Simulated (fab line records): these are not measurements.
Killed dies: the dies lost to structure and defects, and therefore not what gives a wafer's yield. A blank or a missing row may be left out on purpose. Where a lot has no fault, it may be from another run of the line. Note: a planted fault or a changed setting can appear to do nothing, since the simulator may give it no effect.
Which tool is to blame? -- flow n5-finfet -- 40 wafers from 14 lots sampled at 3 of the route's 1938 steps

WHAT THE GAUGES READ, wafer by wafer
N5_BEOL_M11_OVL_MEAS_12. Usual: M11_OVL gives -0.2 nm (standard deviation 0.7).
lot,measured,on,M11_OVL (nm),flag
L107,day 10 14:55,overlay-01,-0.7 -1.1,
L110,day 11 09:10,overlay-01,-0.7 0.1 0.0,
L111,day 11 18:30,overlay-01,-1.3 0.1 -0.9,
L112,day 12 06:16,overlay-01,1.7 -0.1 1.0,
L115,day 12 11:42,overlay-02,-0.6 -0.4 -0.3,
L113,day 12 12:35,overlay-01,0.7 1.2 0.8,
L114,day 12 14:54,overlay-02,0.0 0.3 -1.3,
L117,day 12 22:20,overlay-01,0.4 0.9 0.5,
L116,day 13 05:26,overlay-02,0.5 0.4 -0.6,
L118,day 13 17:48,overlay-01,0.5 0.3,
L119,day 14 01:30,overlay-02,-0.9 0.0 -0.9,
L126,day 15 08:48,overlay-02,- - -,OFF
L125,day 15 11:06,overlay-02,- - -,OFF
L129,day 16 00:03,overlay-02,-0.4 -0.5 -0.3,

WHAT TOOL EACH LOT RAN ON (gives the tool, then ch and the chambers of the sampled wafers, and finally the start)
lot,N5_BEOL_M10_SURFACE_TREAT_76,N5_BEOL_M11_PEB_09
L107,"pvd-sputter-02, day 10 08:46","litho-track-04 ch 0, day 10 14:49"
L110,"pvd-sputter-01, day 11 06:11","litho-track-04 ch 0, day 11 09:04"
L111,"pvd-sputter-02, day 11 12:44","litho-track-02 ch 0, day 11 18:24"
L112,"pvd-sputter-02, day 12 02:56","litho-track-04 ch 0, day 12 06:10"
L115,"pvd-sputter-03, day 12 05:45","litho-track-03 ch 0, day 12 11:37"
L113,"pvd-sputter-03, day 12 07:11","litho-track-03 ch 0, day 12 12:29"
L114,"pvd-sputter-03, day 12 12:28","litho-track-03 ch 0, day 12 14:48"
L117,"pvd-sputter-02, day 12 18:20","litho-track-02 ch 0, day 12 22:14"
L116,"pvd-sputter-02, day 13 02:22","litho-track-04 ch 0, day 13 05:20"
L118,"pvd-sputter-03, day 13 12:19","litho-track-02 ch 0, day 13 17:43"
L119,"pvd-sputter-03, day 13 21:38","litho-track-03 ch 0, day 14 01:24"
L126,"pvd-sputter-02, day 15 05:36","litho-track-02, day 15 08:42"
L125,"pvd-sputter-01, day 15 07:23","litho-track-04, day 15 11:00"
L129,"pvd-sputter-01, day 15 18:43","litho-track-02 ch 0, day 15 23:55"
- N5_BEOL_M10_SURFACE_TREAT_76
- N5_BEOL_M11_PEB_09: peb time 60 s.

WHAT THE TOOLS THEMSELVES READ (means of the sampled wafers that have a number; where no wafer has one, the mark that the record gives instead)
N5_BEOL_M11_PEB_09. Usual: chill-plate-temp-C 23.01 C, standard deviation 0.12; exhaust-pa 45.3 Pa, standard deviation 0.93; resist-line-temp-C 23.02 C, standard deviation 0.11.
lot,tool,chill-plate-temp-C (C),exhaust-pa (Pa),resist-line-temp-C (C),flag
L107,litho-track-04,23.27,46.7,22.89,
L110,litho-track-04,23.01,44.8,23.24,
L111,litho-track-02,23.00,45.4,22.93,
L112,litho-track-04,23.00,45.5,22.92,
L115,litho-track-03,23.19,45.8,23.01,
L113,litho-track-03,22.87,45.4,22.92,
L114,litho-track-03,23.14,46.1,22.91,
L117,litho-track-02,22.86,45.5,23.00,
L116,litho-track-04,22.90,45.8,23.10,
L118,litho-track-02,22.95,44.4,23.15,
L119,litho-track-03,23.06,44.8,23.18,
L126,litho-track-02,-,-,-,OFF
L125,litho-track-04,-,-,-,OFF
L129,litho-track-02,23.13,43.7,23.00,

THE ANSWER, worked out from the rows above alone
Rule: a lot counts as off when the mean over its wafers that have a number is more than 3 standard deviations away from the usual mean. A lot without any number at a reading at which 4 lots or more have one is off too. The other lots that the step has rows for count as sound. Order of review: gauges by route order, followed by the tools' own readings, for which a lot's mean as printed above is used. At the first step where some lot is off, the reading lying furthest off is the one used; lots without a number count as furthest.
Off: L126, L125, at N5_BEOL_M11_OVL_MEAS_12 (M11_OVL). Without a number there: L126, L125.
A tool fits if, at a process step before that reading, it ran every lot that is off, and no sound lot after the first of them. Not tried: the gauges at N5_BEOL_M11_OVL_MEAS_12; whatever is off there is also off at N5_BEOL_M11_PEB_09, on other tools, and gauge error can't account for it. No candidate that was tried fits.

WHAT THE SIMULATOR HAD INSERTED
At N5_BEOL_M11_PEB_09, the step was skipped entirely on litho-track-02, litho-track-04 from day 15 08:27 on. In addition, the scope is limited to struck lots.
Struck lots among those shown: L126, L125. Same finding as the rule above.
